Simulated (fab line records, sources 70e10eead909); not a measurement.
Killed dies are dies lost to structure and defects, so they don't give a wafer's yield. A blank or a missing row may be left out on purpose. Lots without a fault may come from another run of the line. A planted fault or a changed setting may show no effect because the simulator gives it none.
fab line records | flow nand_harc
record lots=6 wafers=17 last_day=24
route steps=1159 shown A_M1@1038 END@1159
lots that met no fault: from a run of the same line without faults
start_h: hours from the record's first day to the start of the lot's first wafer shown | wait_h: hours since the lot's step before | " the same as in the row above | L1.1+2: a row that stands for several wafers | - no value, or no start given | * or withheld: withheld | < > ~ a bound
route shown NAME@n: a module of which the file shows steps, and the number in the route of the first | usual: mean/standard deviation of fault-free wafers | same: alike in all rows | chamber/n: place in a boat | sites: the reading at each site | _std_site: their standard deviation | _edge_site: outer sites' mean less inner sites' | radius_mm: how far each site lies from the wafer's centre | mask NAME#n: copy n | behind: the tool/chamber that last shaped the wafer | hold: why the lot was held/for how many hours/how that ended | device: the transistor (n, p or np) that didn't switch | end of line: the same wafers' tests at the end of the route | a step without rows: its recipe alone | killed: dies lost to structure and defects at the first sort, not the wafer's yield | map: a wafer's dies, x killed, . not, _ none there
set.NAME: the setting as run; set.NAME@STEP: as run at that earlier step | model.NAME: the simulator's own value behind a step, which no gauge read
lots at some steps of the route; a table a step, a row a wafer
services: from which hour (start_h, from the record's first day; less than 0 if before it) a tool's chamber was out of use, for how many hours, and why
## steps
# step NHARC_A_M1_INSPECT_11
# usual raw_defect_count=31/14
# columns lot.wafer tool chamber start_h wait_h raw_defect_count
L677.1 defect_inspect-02 - 406.36 0.0 17
L677.3 " - " " 9
L677.4 " - " " 15
L683.1 defect_inspect-01 - 448.24 0.0 48
L683.4 " - " " 29
L684.2 defect_inspect-02 - 464.58 0.0 12
L684.3 " - " " 11
L684.4 " - " " 6
L693.1 defect_inspect-02 - 501.42 0.0 52
L693.3 " - " " 48
L693.6 " - " " 62
L697.2 defect_inspect-02 - 524.35 0.0 35
L697.5 " - " " 33
L697.6 " - " " 36
L695.2 defect_inspect-01 - 529.81 0.0 50
L695.3 " - " " 51
L695.6 " - " " 54
# step NHARC_A_M1_DESCUM_14
# recipe time_s=3 o2_flow_sccm=200 ar_flow_sccm=0 bias_power_w=0 chemistry=O2
# usual drypump_motor_current_A=5.7/0.38 oes_product_au=1.002/0.011 rf_vpp_V=58.0/0.86 showerhead_plenum_p_Torr=1.95/0.068 throttle_valve_pct=11.312/0.009
# columns lot.wafer tool chamber start_h wait_h drypump_motor_current_A oes_product_au rf_hours_counter_h rf_vpp_V showerhead_plenum_p_Torr throttle_valve_pct
L677.1 rie_diel-06 1 406.42 0.1 5.6 0.996 10 58.7 1.87 11.305
L677.3 " 3 " " 5.7 1.016 10 57.8 1.90 11.309
L677.4 " 0 " " 5.5 0.982 10 58.6 1.96 11.324
L683.1 rie_diel-01 0 448.30 0.1 6.5 0.994 8 58.2 2.05 11.309
L683.4 " 2 " " 5.7 1.006 11 57.5 1.91 11.317
L684.2 rie_diel-06 3 464.65 0.1 5.7 1.022 2 57.9 1.90 11.328
L684.3 " 0 " " 5.5 0.994 - 58.7 1.96 11.313
L684.4 " 3 " " 5.7 1.026 - 57.8 1.90 11.296
L693.1 rie_diel-12 3 501.49 0.1 5.4 1.008 3 58.3 2.02 11.320
L693.3 " 0 " " 6.4 1.003 3 57.4 2.05 11.326
L693.6 " 0 " " 6.4 1.013 - 58.7 2.05 11.295
L697.2 rie_diel-12 0 524.41 0.1 6.4 1.002 3 57.2 2.05 11.305
L697.6 " 0 " " 6.4 1.010 - 59.0 2.05 11.313
L697.5 " 1 " " 6.1 0.995 - 55.1 1.85 11.305
L695.2 rie_diel-12 2 529.91 0.1 5.4 1.017 4 58.3 1.91 11.313
L695.3 " 3 " " 5.4 1.014 4 57.3 2.02 11.293
L695.6 " 1 " " 6.1 1.004 - 57.4 1.85 11.304
# step NHARC_A_M1_ETCH_35
# recipe target_depth_a=400 overetch_a=120 time_s=43.94 ion_energy_ev=200 n2_flow_sccm=150 h2_flow_sccm=150 ar_flow_sccm=0 rf_w=400 bias_w=150 chemistry=N2/H2
# step NHARC_A_M1_ETCH_15
# recipe target_depth_a=1825 time_s=91.2 c4f8_flow_sccm=withheld ar_flow_sccm=400 rf_w=600 bias_w=300 chemistry=C4F8/Ar
# step NHARC_A_M1_CD_MEAS_16
# usual cd_nm=120.5/1
# columns lot.wafer tool chamber start_h wait_h cd_nm
L677.1 cd_sem-01 - 406.72 - 121.1
L677.3 " - " " 120.7
L677.4 " - " " 120.0
L683.1 cd_sem-03 - 448.61 - 120.3
L683.4 " - " " 119.5
L684.2 cd_sem-01 - 465.07 0.2 119.9
L684.3 " - " " 120.7
L684.4 " - " " 120.3
L693.1 cd_sem-02 - 501.79 - 121.6
L693.3 " - " " 120.4
L693.6 " - " " 119.8
L697.2 cd_sem-03 - 524.72 - 119.4
L697.5 " - " " 121.8
L697.6 " - " " 118.3
L695.2 cd_sem-01 - 530.20 - 119.4
L695.3 " - " " 121.6
L695.6 " - " " 121.7
# step NHARC_A_M1_STRIP_18
# recipe power_w=1000 n2_flow_sccm=150 h2_flow_sccm=150 ar_flow_sccm=0 bias_w=0 chemistry=N2/H2
# step NHARC_A_M1_ETCH_28
# recipe target_depth_a=300 over_etch_frac=0.3 time_s=72.99 ion_energy_ev=150 cf4_flow_sccm=50 n2_flow_sccm=100 ar_flow_sccm=150 rf_w=300 bias_w=100 chemistry=CF4/N2
# step NHARC_A_M1_STRIP_19
# recipe time_s=600 temp_c=30 chemistry=post_etch_residue_remover
# step NHARC_A_M1_DEGAS_29
# recipe temp_c=250 time_s=60
# step NHARC_A_M1_PRE_CLEAN_30
# recipe time_s=30 temp_c=280 gas=H2/He
# step NHARC_A_M1_PVD_20
# recipe target_thk_a=50 bias_v=168.6 power_w=15000 chamber_pressure_pa=0.12 time_s=8.06 substrate_temp_c=50 material=TaN
# usual throttle_valve_pct=30.2/1.4
# columns lot.wafer tool chamber start_h wait_h throttle_valve_pct
L677.3 pvd_sputter-02 - - - 32.8
L677.1 " - " " 29.6
L677.4 " - " " 29.0
L683.1 pvd_sputter-01 - - - 28.9
L683.4 " - " " 27.8
L684.4 pvd_sputter-01 - - - 31.7
L684.2 " - " " 29.7
L684.3 " - " " 27.5
L693.3 pvd_sputter-03 - - - 28.9
L693.1 " - " " 29.1
L693.6 " - " " 30.4
L697.2 pvd_sputter-02 - - - 28.6
L697.6 " - " " 33.0
L697.5 " - " " 29.5
L695.2 pvd_sputter-03 - - - 29.2
L695.3 " - " " 30.3
L695.6 " - " " 28.7
# step NHARC_A_M1_PVD_21
# recipe target_thk_a=300 chamber_pressure_pa=5 power_w=5000 substrate_temp_c=30 time_s=20.49 material=Cu
# usual throttle_valve_pct=30.0/1.3
# columns lot.wafer tool chamber start_h wait_h throttle_valve_pct
L677.3 pvd_sputter-02 - - - 29.4
L677.1 " - " " 30.0
L677.4 " - " " 33.0
L683.1 pvd_sputter-01 - - - 28.9
L683.4 " - " " 31.7
L684.3 pvd_sputter-01 - - - 27.7
L684.4 " - " " 31.6
L684.2 " - " " 29.8
L693.3 pvd_sputter-03 - - - 28.9
L693.1 " - " " 31.5
L693.6 " - " " 29.0
L697.2 pvd_sputter-02 - - - 33.0
L697.5 " - " " 30.1
L697.6 " - " " 33.2
L695.3 pvd_sputter-03 - - - 30.3
L695.2 " - " " 31.5
L695.6 " - " " 29.3
# step NHARC_A_M1_ECD_22
# recipe target_thk_a=4000 bath_temp_c=25 material=Cu
# columns lot.wafer tool chamber start_h wait_h
L677.1+4+3 ecd_cu-01 0,1,0 407.85 -
L683.1+4 ecd_cu-02 0 449.68 -
L684.2+4+3 ecd_cu-02 1,0,1 466.59 -
L693.1+3+6 ecd_cu-01 1,0,0 502.87 -
L697.2+5+6 ecd_cu-02 1,1,0 525.81 -
L695.2+3+6 ecd_cu-01 0,1,1 531.27 -
# step NHARC_A_M1_ANNEAL_31
# recipe temp_c=225 time_s=90
# step NHARC_A_M1_CMP_23
# recipe t_overpolish_s=20 target_thk_nm=154.34
# usual motor_current_A=12.6/1.1 retaining_ring_pressure_frac=1.000/0.0046 time_to_endpoint_s=28.5/2.9
# columns lot.wafer tool chamber start_h wait_h motor_current_A retaining_ring_pressure_frac time_to_endpoint_s
L677.4 cmp-03 3 408.52 - 12.6 0.995 28.9
L677.1 " 1 " " 11.2 0.994 31.6
L677.3 " 2 " " 12.0 1.007 29.6
L683.1 cmp-04 1 450.43 - 13.7 1.005 22.0
L683.4 " 3 " " 12.5 0.997 27.0
L684.3 cmp-04 1 467.29 - 14.1 1.002 23.5
L684.4 " 2 " " 13.9 0.997 30.4
L684.2 " 0 " " 12.7 1.004 27.3
L693.3 cmp-03 1 503.61 - 10.9 1.007 27.9
L693.1 " 3 " " 12.0 1.002 28.3
L693.6 " 0 " " 11.0 0.994 29.5
L697.2 cmp-01 0 526.57 - 14.6 0.999 24.3
L697.5 " 3 " " 9.6 0.999 30.4
L697.6 " 0 " " 13.7 0.999 26.6
L695.3 cmp-04 1 532.02 - 13.1 0.991 25.9
L695.2 " 3 " " 12.2 1.001 30.2
L695.6 " 1 " " 13.6 0.996 25.7
# step NHARC_A_M1_THK_MEAS_24
# recipe thk_meas_gauge=xrf
# usual thk_nm=153.9/1.4
# columns lot.wafer tool chamber start_h wait_h thk_nm
L677.1 film_metro-02 - 408.83 - 156.4
L677.3 " - " " 153.9
L677.4 " - " " 152.0
L683.1 film_metro-01 - 450.75 - 153.1
L683.4 " - " " 155.1
L684.2 film_metro-02 - 467.60 - 152.6
L684.3 " - " " 152.1
L684.4 " - " " 152.6
L693.1 film_metro-01 - 503.90 - 152.8
L693.3 " - " " 154.8
L693.6 " - " " 155.3
L697.2 film_metro-01 - 526.85 - 152.9
L697.5 " - " " 155.5
L697.6 " - " " 154.4
L695.2 film_metro-02 - 532.31 - 153.6
L695.3 " - " " 152.4
L695.6 " - " " 155.1
# step NHARC_A_M1_SRD_25
# step NHARC_A_M1_PRE_CLEAN_32
# recipe time_s=12 temp_c=370 rf_power_w=300 gas=NH3
# usual heater_power_w=624/75
# columns lot.wafer tool chamber start_h wait_h hold heater_power_w since_wet_clean_h
L677.3 pecvd-01 0 409.06 0.1 - 697 159
L677.1 " 1 " " - 621 159
L677.4 " 1 " " - 635 -
L683.1 pecvd-02 2 456.75 5.7 await_dispo/5.5h/release 620 110
L683.4 " 2 " " await_dispo/5.5h/release 598 -
L684.2 pecvd-04 2 472.52 4.6 await_dispo/4.3h/release 585 83
L684.3 " 1 " " await_dispo/4.3h/release 715 -
L684.4 " 2 " " await_dispo/4.3h/release 604 -
L693.3 pecvd-01 0 504.14 0.1 - 736 73
L693.1 " 1 " " - 647 73
L693.6 " 1 " " - 661 -
L697.2 pecvd-02 1 528.00 1.0 - 513 0
L697.5 " 1 " " - 521 -
L697.6 " 0 " " - 565 -
L695.3 pecvd-04 0 532.55 0.1 - 610 143
L695.2 " 1 " " - 683 143
L695.6 " 0 " " - 613 -
# step NHARC_END_SORT_01
# recipe temp_c=25
# usual defect_limited_yield=95.2/1.6 killed_at_array=29/11 killed_at_other=0.5/0.89 killed_at_periphery=3.3/2 killed_dies=32/11 killed_open=3.1/1.9 killed_short=2.3/1.6 sort_bin_2_pct=1.5/0.71 sort_bin_3_pct=0.30/0.22 sort_bin_4_pct=3.0/1.1 sort_n_pass=645/11 sort_rim_yield_pct=97.3/1.8 sort_yield_pct=95.2/1.6
# same gross_dies=677 sort_bin_5_pct[%]=0 sort_bin_6_pct[%]=0 sort_bin_7_pct[%]=0 sort_bin_8_pct[%]=0 sort_rim_n_gross=106.00
# columns lot.wafer tool chamber start_h wait_h defect_limited_yield[%] killed_at_array killed_at_other killed_at_periphery killed_dies killed_open killed_short sort_bin_2_pct[%] sort_bin_3_pct[%] sort_bin_4_pct[%] sort_n_pass sort_rim_yield_pct[%] sort_yield_pct[%]
L677.1 prober-01 0 441.12 2.5 96.9 18 0 3 21 1 6 0.1 0.30 2.7 656 98.1 96.9
L677.3 prober-01 0 442.71 3.1 97.8 12 0 3 15 2 5 0.6 0.44 1.2 662 97.2 97.8
L677.4 prober-01 0 443.51 3.4 97.6 14 0 2 16 2 1 0.6 0 1.8 661 99.1 97.6
L683.1 prober-02 0 501.31 2.5 24.8 506 1 2 509 5 1 27.8 7.83 39.6 168 22.6 24.8
L683.4 prober-02 0 503.71 3.4 26.9 492 1 2 495 3 0 26.0 5.47 41.7 182 30.2 26.9
L684.2 prober-01 0 515.11 2.8 97.3 15 0 3 18 2 2 1.0 0 1.6 659 96.2 97.3
L684.3 prober-01 0 515.91 3.1 97.5 11 1 5 17 2 1 1.2 0.15 1.2 660 97.2 97.5
L684.4 prober-01 0 516.71 3.4 29.5 472 2 3 477 2 1 30.7 6.06 33.7 200 22.6 29.5
# killed by level:class
L677.1 A_SGD_CUT:chamber_film_flake=5 A_CHANNEL_HOLE_D1:chamber_film_flake=4 A_SLIT:chamber_film_flake=3 P_CONTACT:geometric_particle:short=2 A_M0:chamber_film_flake=2 P_STI:geometric_particle:short=1 A_CHANNEL_FILL_D1:geometric_particle:short=1 A_SLIT:geometric_particle:short=1
L677.3 A_SGD_CUT:chamber_film_flake=3 A_CHANNEL_HOLE_D1:chamber_film_flake=2 P_GATE:geometric_particle:short=1 P_GATE:geometric_particle:open=1 A_SOURCE_PLATE:geometric_particle:short=1 A_ONON_D1:geometric_particle:short=1 A_CONTACT:geometric_particle:open=1 A_CONTACT:geometric_particle:short=1
L677.4 A_SGD_CUT:chamber_film_flake=5 A_CONTACT:chamber_film_flake=3 A_STAIRCASE:chamber_film_flake=2 P_M0:geometric_particle:short=1 A_SOURCE_PLATE:geometric_particle:open=1 A_M0:geometric_particle:open=1 P_GATE:chamber_film_flake=1 A_CHANNEL_HOLE_D1:chamber_film_flake=1
L683.1 A_M1:unspecified=479 A_CHANNEL_HOLE_D1:chamber_film_flake=17 A_M0:geometric_particle:open=3 A_CONTACT:chamber_film_flake=2 A_WL_FILL:geometric_particle:open=1 A_WL_FILL:geometric_particle:short=1 A_BLC:geometric_particle:open=1 P_M0:chamber_film_flake=1
L683.4 A_M1:unspecified=471 A_CHANNEL_HOLE_D1:chamber_film_flake=17 P_CONTACT:geometric_particle:open=1 A_CHANNEL_HOLE_D1:geometric_particle:open=1 A_M1:geometric_particle:open=1 P_STI:chamber_film_flake=1 A_WL_FILL:chamber_film_flake=1 A_CONTACT:chamber_film_flake=1
L684.2 A_CONTACT:chamber_film_flake=4 A_STAIRCASE:chamber_film_flake=3 P_STI:chamber_film_flake=2 A_CHANNEL_HOLE_D1:chamber_film_flake=2 A_WL_FILL:chamber_film_flake=2 A_ONON_D1:geometric_particle:short=1 A_CHANNEL_FILL_D1:geometric_particle:short=1 A_CONTACT:geometric_particle:open=1
L684.3 P_M2:chamber_film_flake=3 A_CHANNEL_HOLE_D1:chamber_film_flake=3 A_STAIRCASE:chamber_film_flake=3 A_WL_FILL:chamber_film_flake=2 P_GATE:geometric_particle:open=1 A_CONTACT:geometric_particle:open=1 A_M0:geometric_particle:short=1 P_STI:chamber_film_flake=1
L684.4 A_M1:unspecified=468 P_M2:chamber_film_flake=3 A_CONTACT:geometric_particle:open=2 THIN_TSV:chamber_film_flake=2 A_WL_FILL:geometric_particle:short=1 A_CHANNEL_HOLE_D1:chamber_film_flake=1
# map L683.1 (x killed, . not)
____________x____________
_________..xxxxx_________
_______xxxxx.xxx.x_______
______.x.x.xxxxxxxx______
_____xxxx.xxx.xxx.xx_____
____..xxxxxxxxxx..xx.____
____xxxxxxx.xx.x.x.xx____
___xxxxxxxxxxx.x.x..xx___
___.xxx.xx.xxx.xxxxxx.___
__xxxxxx.x.xxxxxxx.x.xx__
__.xxx.x.xxxx.xx...xxxx__
_xxxxxx.xxxxxxx..xxxxxxx_
_x.x..xxx.xx.xxx.xxxxxxx_
_xxxxxxx..xxx.xxxxxx.x.._
_xxxxxxxxxxxx.x.x.xxxxx._
_x.xx..x.xxxxxx..xxxxxxx_
.xx.xxxx.xxx.xxx.xxx.xx.x
xxx..x..xxxx.xxx.xx.x.xxx
x.xx.xxxxxxxx..xxxxxx.xxx
.xxxxxxxx.x..x..xxxx.xxxx
x.x.xxxxx.xxxx.xxxx.xxxxx
_xx.xxxxx.x.xx.xxxxxxxx._
_xx.xxxxx.x.x.xxxxxxx..x_
_xxxx..x.xxx.xxxxxxx.xxx_
_xx.xx.xxxxx.xxxx.xxxxxx_
_xx..xx.xx.xxxxxx.x.x.x._
__xxxxxx.xx.xxxxxxxx.xx__
__xx...xx.xx.xx.x.x.xx.__
___x...x.x..xxxxx...x.___
___xxx..xxx.xxxxxxxxx.___
____x..xxxx..xx.xx.xx____
____x.xxx.x.xxxxxxxxx____
_____xxxx.xxx.xxx.x._____
______xxxx.xxxxxxx.______
_______xxx.xxxx.xx_______
_________xxxxxxx_________
____________.____________
# map L684.4 (x killed, . not)
____________x____________
_________xx..x.x_________
_______xx.x.xxx.xx_______
______...xx.xx.xxxx______
_____xx.xx.xxxxxxx.x_____
____x..x.xxxxxxx..xxx____
____.xxxx.xxx.xxxx.xx____
___x.xx.xx.xxxxxx..xxx___
___..xx.x..x.xxxxxxx.x___
__xxxx.xx.xx..xx.x.xx.x__
__x.xxxxxxx..xxxxx.xxx.__
_xxx.x.xxxx.xxxxxxxxxxxx_
_x.xxxxxxxx...x.xx..xxxx_
_x.xxxxxxxx.xxx.x.xxxx.x_
_....x....xx.x.xxxxx...x_
_.x.x.x..xxx..xxxxx.xxxx_
xxxxxxxxx.xxx.xx.xx..xxxx
x.xxxxxxxx..xxx.xxxxxxxx.
x..x.xxxxxx.x.xx.xxx..xxx
..xxxxxxx.xxxxx..xx..xx.x
xx.xxx..xxx.xxxxx.x..xxxx
_.x.x.x.xx.xxxx...xxxx.._
_xxxx.xx.xxxxxxxxx.xxx.._
_xxx.x.xxx..xx.xx.xx.xxx_
_xxxx..xx.xx.x.x.xxx.xxx_
_xxxxx..x.x..xxx.x.x..xx_
__xxx.xxxxx.x.xx.xxxx.x__
__xxx....xxx.xxxx.x.xxx__
___xxxx..x...xxxx.xxxx___
___xxxx.xxxxxxx.xxx.x.___
____x...xxxxx..xxxxxx____
____x.xxx..xxxxx...xx____
_____xx.x.x...xxxx.x_____
______xx.xxxxxxxx.x______
_______xxx...x.xxx_______
_________xxxxxxx_________
____________.____________
## services
# columns tool chamber start_h hours kind
pvd_sputter-02 - 392.03 10.0 pm
cmp-04 - 399.00 4.0 pm
pecvd-01 0 414.26 6.1 repair
rie_diel-06 - 418.20 9.0 pm
pecvd-01 - 418.23 13.0 pm
rie_diel-06 1 440.65 8.8 repair
ecd_cu-01 - 450.48 8.0 pm
cmp-03 - 451.70 4.0 pm
pvd_sputter-03 - 458.15 10.0 pm
pvd_sputter-01 - 460.96 2.0 repair
rie_diel-06 1 461.88 3.2 repair
rie_diel-12 - 463.42 4.1 repair
rie_diel-06 2 463.57 15.6 repair
pecvd-04 0 466.14 5.1 repair
pecvd-01 1 478.96 6.3 repair
rie_diel-06 1 490.56 22.6 repair
cmp-04 - 497.00 4.0 pm
rie_diel-06 - 503.60 0.3 repair
pvd_sputter-01 - 514.00 10.0 pm
cmp-03 - 516.31 12.8 repair
cmp-04 - 522.66 1.8 repair
pecvd-01 - 526.40 1.6 repair
rie_diel-06 2 532.10 17.2 repair
ecd_cu-02 - 532.29 8.0 pm
## key
first_sign step=NHARC_END_SORT_01 reading=killed_at_array direction=up sigmas=42 usual=29 struck=490
effect step=NHARC_END_SORT_01 reading=killed_dies direction=up sigmas=41 usual=32 struck=494
more_kills_born_at NHARC_A_M1_ECD_22@ecd_cu-02=1418
met_at NHARC_A_M1_ECD_22
struck_wafers L683.1,L683.4,L684.4
fault kind=chamber_particle_source tool=ecd_cu-02 chamber=0 onset_h=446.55 steps=NHARC_A_M1_ECD_22 rate_per_visit_cm2=1.4035 end_h=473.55
